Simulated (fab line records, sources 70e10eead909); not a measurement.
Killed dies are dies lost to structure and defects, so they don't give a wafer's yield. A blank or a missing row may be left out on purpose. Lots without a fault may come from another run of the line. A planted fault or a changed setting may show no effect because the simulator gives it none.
Chamber matching | flow nand_harc | NHARC_A_BONDPAD_CMP_19 on cmp-03: 4 sister chambers
The step polishes, t overpolish 30 s, cu recess touch 16 s, target thk 169.82 nm. 16 wafers are shown with their chamber, then 7 later ones without.

WAFERS WITH THEIR CHAMBER
wafer  | chamber | motor_current_A (A) | overpolish_run_s (s)
L148.4 | 0       | 12.4                | 29.999
L148.5 | 2       | 12.9                | 30.015
L148.6 | 3       | 11.4                | 30.021
L155.1 | 2       | 12.3                | 29.998
L155.2 | 0       | 13.0                | 30.000
L157.1 | 0       | 13.3                | 29.993
L157.3 | 3       | 11.1                | 30.009
L157.5 | 3       | 11.3                | 30.007
L161.2 | 0       | 11.8                | 30.004
L161.3 | 2       | 12.7                | 30.011
L161.5 | 1       | 13.0                | 29.989
L162.1 | 2       | 12.2                | 29.994
L162.2 | 1       | 13.8                | 29.999
L162.6 | 3       | 11.2                | 30.010
L164.4 | 0       | 12.8                | 29.992
L164.5 | 1       | 13.7                | 29.992

SIGNATURES (means of the wafers above)
reading          | chamber 0 | chamber 1 | chamber 2 | chamber 3 | scatter within a chamber
motor_current_A  | 12.660    | 13.500    | 12.525    | 11.250    | 0.419
overpolish_run_s | 29.99760  | 29.99333  | 30.00450  | 30.01175  | 0.00694
Rule: a wafer's distance from a chamber is the root of the sum, over the readings, of the square of ((its reading less the chamber's mean) divided by the reading's scatter). The wafer belongs to the nearest chamber; if the next one is less than 2 further off, it can't be placed. The scatter: the root of (the sum of the squares of (reading less its chamber's mean) over the shown wafers, divided by (wafers less chambers)).

WAFERS WITHOUT THEIR CHAMBER
wafer  | motor_current_A (A) | overpolish_run_s (s)
L164.6 | 12.7                | 30.001
L165.4 | 13.3                | 30.000
L165.5 | 11.9                | 30.003
L165.6 | 11.8                | 29.999
L168.2 | 11.6                | 30.003
L168.5 | 12.6                | 29.995
L168.6 | 13.8                | 29.994

WHICH CHAMBER EACH WENT THROUGH
wafer  | from the rows above          | in truth
L164.6 | can't be placed: 0 or 2 or 1 | 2
L165.4 | can't be placed: 1 or 0 or 2 | 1
L165.5 | can't be placed: 2 or 0 or 3 | 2
L165.6 | can't be placed: 2 or 0 or 3 | 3
L168.2 | can't be placed: 3 or 2 or 0 | 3
L168.5 | can't be placed: 0 or 2 or 1 | 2
L168.6 | 1                            | 1
Placed correctly: 1 of 7. Can't be placed from these rows: 6 (the true chamber is among the candidates in 6). Placed wrongly: 0.
